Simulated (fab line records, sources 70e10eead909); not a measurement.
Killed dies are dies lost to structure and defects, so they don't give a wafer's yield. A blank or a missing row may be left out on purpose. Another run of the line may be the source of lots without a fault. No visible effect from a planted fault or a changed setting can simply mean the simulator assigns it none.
Matching of chambers / flow nandHarc / NHARC_P_M2_ETCH_35 on rieDiel-12 has 4 sister chambers
The step etches the open film in N2/H2, target depth 40 nm, overetch 12 nm, time 43.94 s. 8 wafers are shown with their chamber, then 8 later ones without.

== WAFERS WITH THEIR CHAMBER ==
wafer=L078.5; chamber=0; showerheadPlenumPTorr (Torr)=1.93; oesProductAu (a.u.)=1.013
wafer=L080.6; chamber=3; showerheadPlenumPTorr (Torr)=1.89; oesProductAu (a.u.)=0.999
wafer=L084.3; chamber=3; showerheadPlenumPTorr (Torr)=1.89; oesProductAu (a.u.)=0.990
wafer=L084.6; chamber=1; showerheadPlenumPTorr (Torr)=1.93; oesProductAu (a.u.)=0.978
wafer=L086.1; chamber=1; showerheadPlenumPTorr (Torr)=1.93; oesProductAu (a.u.)=0.979
wafer=L086.4; chamber=2; showerheadPlenumPTorr (Torr)=2.05; oesProductAu (a.u.)=0.981
wafer=L086.5; chamber=2; showerheadPlenumPTorr (Torr)=2.05; oesProductAu (a.u.)=0.991
wafer=L088.1; chamber=0; showerheadPlenumPTorr (Torr)=1.92; oesProductAu (a.u.)=1.008

== WAFERS WHOSE CHAMBER IS MISSING ==
wafer=L088.4; showerheadPlenumPTorr (Torr)=1.93; oesProductAu (a.u.)=0.988
wafer=L088.5; showerheadPlenumPTorr (Torr)=1.89; oesProductAu (a.u.)=0.993
wafer=L087.1; showerheadPlenumPTorr (Torr)=2.05; oesProductAu (a.u.)=0.982
wafer=L087.2; showerheadPlenumPTorr (Torr)=1.89; oesProductAu (a.u.)=0.995
wafer=L087.3; showerheadPlenumPTorr (Torr)=1.93; oesProductAu (a.u.)=0.974
wafer=L092.1; showerheadPlenumPTorr (Torr)=1.89; oesProductAu (a.u.)=0.996
wafer=L092.2; showerheadPlenumPTorr (Torr)=2.05; oesProductAu (a.u.)=0.995
wafer=L092.5; showerheadPlenumPTorr (Torr)=1.89; oesProductAu (a.u.)=0.994

== CHAMBER TAKEN BY EACH ==
wafer=L088.4; from the rows above=1; in truth=1
wafer=L088.5; from the rows above=3; in truth=3
wafer=L087.1; from the rows above=2; in truth=2
wafer=L087.2; from the rows above=3; in truth=3
wafer=L087.3; from the rows above=1; in truth=1
wafer=L092.1; from the rows above=3; in truth=3
wafer=L092.2; from the rows above=2; in truth=2
wafer=L092.5; from the rows above=3; in truth=3
Placed correctly: 8 of 8. From these rows, 0 cannot be placed. 0 placed wrongly.
How it was worked out, from the rows above alone: a wafer's distance from a chamber is the root of the sum, over the readings, of the square of ((its reading less the chamber's mean) divided by the reading's scatter). If the next closest chamber is less than 2 further off than the closest, the wafer can't be placed; otherwise it belongs to the closest. A chamber's mean is the mean of its shown wafers. The scatter is the square root of a quotient: the sum, over the shown wafers, of each reading's squared deviation from its chamber's mean, divided by wafers minus chambers.
